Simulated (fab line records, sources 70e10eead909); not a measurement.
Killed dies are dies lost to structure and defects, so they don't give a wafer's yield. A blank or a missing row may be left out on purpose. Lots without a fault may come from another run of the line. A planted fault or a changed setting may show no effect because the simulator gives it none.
Which tool did it? | flow nand_harc | 12 lots, 36 wafers sampled, at 6 steps of a route of 1302

WHAT THE GAUGES READ, wafer by wafer
NHARC_A_M1_CD_MEAS_09: target cd 120 nm.
lot  | measured     | on        | cd_nm (nm)
L074 | day 23 14:19 | cd_sem-02 | 119.5 117.9 119.1
L077 | day 24 02:14 | cd_sem-03 | 117.9 119.1 118.4
L079 | day 24 13:20 | cd_sem-02 | 119.1 119.1 118.6
L081 | day 25 22:45 | cd_sem-01 | 119.3 120.0 120.9
L083 | day 26 08:20 | cd_sem-02 | 120.3 118.8 118.5
L085 | day 28 08:14 | cd_sem-02 | 120.5 120.3 120.9
L087 | day 28 09:29 | cd_sem-01 | 119.3 119.7 120.3
L088 | day 28 22:32 | cd_sem-01 | 118.5 120.0 119.5
L090 | day 29 16:41 | cd_sem-02 | 119.5 120.4 119.6
L093 | day 31 12:46 | cd_sem-02 | 119.4 119.7 118.4
L097 | day 31 17:29 | cd_sem-03 | 119.4 120.2 120.4
L096 | day 32 11:29 | cd_sem-02 | 120.3 120.1 120.5

WHICH TOOL RAN EACH LOT (tool, then ch and the chambers of the sampled wafers, then the start)
lot  | NHARC_A_CONTACT_ETCH_92            | NHARC_A_CONTACT_CMP_20        | NHARC_A_BLC_STRIP_29               | NHARC_A_M0_PVD_21                       | NHARC_A_M0_DEP_32
L074 | rie_diel-05 ch 1,3, day 23 03:12   | cmp-01 ch 0,2,3, day 23 05:40 | rie_diel-01 ch 0,2,3, day 23 07:41 | pvd_sputter-01, day 23 13:13 or earlier | pecvd-03 ch 0,1, day 23 13:13
L077 | rie_diel-06 ch 0,3, day 23 14:58   | cmp-04 ch 1,2, day 23 17:16   | rie_diel-13 ch 2,3, day 23 19:16   | pvd_sputter-02, day 24 01:08 or earlier | pecvd-02 ch 0,1, day 24 01:08
L079 | rie_diel-06 ch 1,3, day 24 02:09   | cmp-01 ch 0,2,3, day 24 04:34 | rie_diel-13 ch 0,2, day 24 06:40   | pvd_sputter-03, day 24 12:14 or earlier | pecvd-03 ch 0,1,2, day 24 12:14
L081 | rie_diel-06 ch 1,2,3, day 25 11:30 | cmp-02 ch 1,2, day 25 13:46   | rie_diel-13 ch 0,1,3, day 25 15:55 | pvd_sputter-02, day 25 21:39 or earlier | pecvd-03 ch 1,2, day 25 21:39
L083 | rie_diel-06 ch 0,2, day 25 20:52   | cmp-04 ch 0,2, day 25 23:08   | rie_diel-01 ch 0,2,3, day 26 01:28 | pvd_sputter-02, day 26 07:05 or earlier | pecvd-04 ch 0,1,2, day 26 07:05
L085 | rie_diel-07 ch 2,3, day 27 18:04   | cmp-02 ch 0,1,2, day 27 23:08 | rie_diel-13 ch 1,2, day 28 01:17   | pvd_sputter-02, day 28 07:02 or earlier | pecvd-03 ch 1,2, day 28 07:02
L087 | rie_diel-06 ch 1,2,3, day 27 20:28 | cmp-01 ch 0,3, day 27 23:56   | rie_diel-03 ch 2,3, day 28 02:15   | pvd_sputter-01, day 28 08:07 or earlier | pecvd-02 ch 2, day 28 08:07
L088 | rie_diel-07 ch 0,2, day 28 11:26   | cmp-01 ch 2,3, day 28 13:40   | rie_diel-01 ch 0,2, day 28 15:48   | pvd_sputter-03, day 28 21:28 or earlier | pecvd-02 ch 0,1,2, day 28 21:28
L090 | rie_diel-06 ch 1,2,3, day 29 05:27 | cmp-01 ch 0,3, day 29 07:43   | rie_diel-01 ch 1,3, day 29 09:52   | pvd_sputter-02, day 29 15:32 or earlier | pecvd-02 ch 1,2, day 29 15:32
L093 | rie_diel-06 ch 0,1,2, day 31 01:04 | cmp-04 ch 0,3, day 31 03:33   | rie_diel-13 ch 0,3, day 31 05:56   | pvd_sputter-01, day 31 11:37 or earlier | pecvd-02 ch 1,2, day 31 11:37
L097 | rie_diel-06 ch 0,2,3, day 31 06:14 | cmp-04 ch 0,2, day 31 08:29   | rie_diel-03 ch 1,2,3, day 31 10:37 | pvd_sputter-02, day 31 16:20 or earlier | pecvd-02 ch 0,2, day 31 16:20
L096 | rie_diel-07 ch 1,2,3, day 32 00:05 | cmp-04 ch 1,2, day 32 02:20   | rie_diel-13 ch 0,1,2, day 32 04:22 | pvd_sputter-03, day 32 10:19 or earlier | pecvd-04 ch 0,1, day 32 10:19
- NHARC_A_CONTACT_ETCH_92: etches the open film in CH3F/O2, target depth 40 nm, time 85.7 s.
- NHARC_A_CONTACT_CMP_20: polishes, t overpolish 30 s, target thk 300 nm.
- NHARC_A_BLC_STRIP_29: strips in CF4.
- NHARC_A_M0_PVD_21: deposits Cu, target thk 30 nm, time 20.49 s.
- NHARC_A_M0_DEP_32: deposits SiCN, target thk 30 nm.

THE ANSWER, worked out from the rows above alone
Rule: what is usual is taken from the lots themselves. Put in order of their means at a reading, lots are off if they are a third of the lots or fewer, leave a main group of 4 or more, and stand apart from it by a gap of 3 or more times the standard deviation of the main group's means; of several such gaps the widest counts. A main group whose means are all the same, to the digits that the tables above print for the reading, isn't used. A lot without any number at a reading at which 4 lots or more have one is off too. The other lots that the step has rows for count as sound.
No lot is off at any reading shown: from this, nothing can be told.

WHAT THE SIMULATOR HAD PUT IN
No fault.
